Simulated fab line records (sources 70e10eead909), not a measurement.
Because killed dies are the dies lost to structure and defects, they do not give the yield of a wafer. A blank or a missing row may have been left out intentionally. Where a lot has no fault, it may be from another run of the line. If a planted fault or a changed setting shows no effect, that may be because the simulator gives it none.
One fault through the eyes of 2 desks + flow nandHarc + each desk has only its own numbers; what lay behind them comes last

## DESK OF THE TOOL OWNER: lithoTrack-04
The tool's own readings at NHARC_A_CHANNEL_HOLE_D1_PEB_08 (peb time 65 s): means of the sampled wafers that have a number, for each lot that ran on this tool. A lot is out of limits, marked OUT, if its mean lies more than 4 standard deviations from the usual mean; the brackets give that distance.
Columns: A = heaterPowerTotalW at NHARC_A_CHANNEL_HOLE_D1_PEB_08, usual 156.6 W; B = resistLineTempC at NHARC_A_CHANNEL_HOLE_D1_PEB_08, usual 23.03 C
| lot  | first seen here | A               | B     |
|------|-----------------|-----------------|-------|
| L749 | day 8 13:18     | 156.8           | 23.02 |
| L758 | day 12 02:59    | 156.5           | 23.06 |
| L763 | day 14 11:55    | 156.6           | 23.24 |
| L766 | day 15 10:27    | 171.3 (+34) OUT | 23.06 |
| L767 | day 16 07:07    | 171.9 (+36) OUT | 23.10 |
This desk finds L766, L767 out of limits, L766 being first, at day 15 10:27 (heaterPowerTotalW at NHARC_A_CHANNEL_HOLE_D1_PEB_08). In limits: L749, L758, L763.

## THE METROLOGY DESK
Means of the sampled wafers that have a number, per lot and without regard to the tool the lot ran on: this is what the gauges read. A lot is out of limits, marked OUT, if its mean lies more than 4 standard deviations from the usual mean; the brackets give that distance.
Columns: A = cdNm at NHARC_A_CHANNEL_HOLE_D1_CD_MEAS_10, usual 100.0 nm; B = cdNm at NHARC_A_CHANNEL_HOLE_D1_CD_MEAS_18, usual 98.8 nm; C = cdNm at NHARC_A_CHANNEL_HOLE_D1_CD_MEAS_30, usual 90.0 nm
| lot  | first seen here | A               | B     | C               |
|------|-----------------|-----------------|-------|-----------------|
| L749 | day 8 13:23     | 100.2           | 98.3  | 90.8            |
| L750 | day 8 19:41     | 100.0           | 97.9  | 89.5            |
| L751 | day 9 10:34     | 100.0           | 97.7  | 89.2            |
| L758 | day 12 03:03    | 100.5           | 98.0  | 89.7            |
| L763 | day 14 12:00    | 100.5           | 100.2 | 90.4            |
| L766 | day 15 10:32    | 95.9 (-9.6) OUT | 95.0  | 86.1            |
| L767 | day 16 07:12    | 94.6 (-13) OUT  | 93.8  | 84.2 (-5.3) OUT |
| L770 | day 17 01:38    | 100.1           | 99.0  | 90.5            |
| L769 | day 17 01:47    | 100.1           | 100.1 | 91.2            |
| L772 | day 18 09:37    | 100.4           | 98.4  | 90.1            |
This desk finds L766, L767 out of limits, L766 being first, at day 15 10:32 (cdNm at NHARC_A_CHANNEL_HOLE_D1_CD_MEAS_10). In limits: L749, L750, L751, L758, L763, L770, L769, L772.

## BROUGHT TOGETHER
The tool owner's desk had the chance to raise an alarm at day 15 10:27 on L766, L767.
L766, L767 would have let the metrology desk raise an alarm at day 15 10:32.
On lithoTrack-04, each named lot ran NHARC_A_CHANNEL_HOLE_D1_PEB_08.

## WHAT THE SIMULATOR HAD INSERTED
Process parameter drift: lithoTrack-04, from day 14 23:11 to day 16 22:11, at NHARC_A_CHANNEL_HOLE_D1_PEB_08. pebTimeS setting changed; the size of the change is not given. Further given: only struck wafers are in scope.
Shown lots that were struck: L766, L767.
Fault start to first reading out of limits, in hours, per desk: tool owner, 11; metrology, 11.
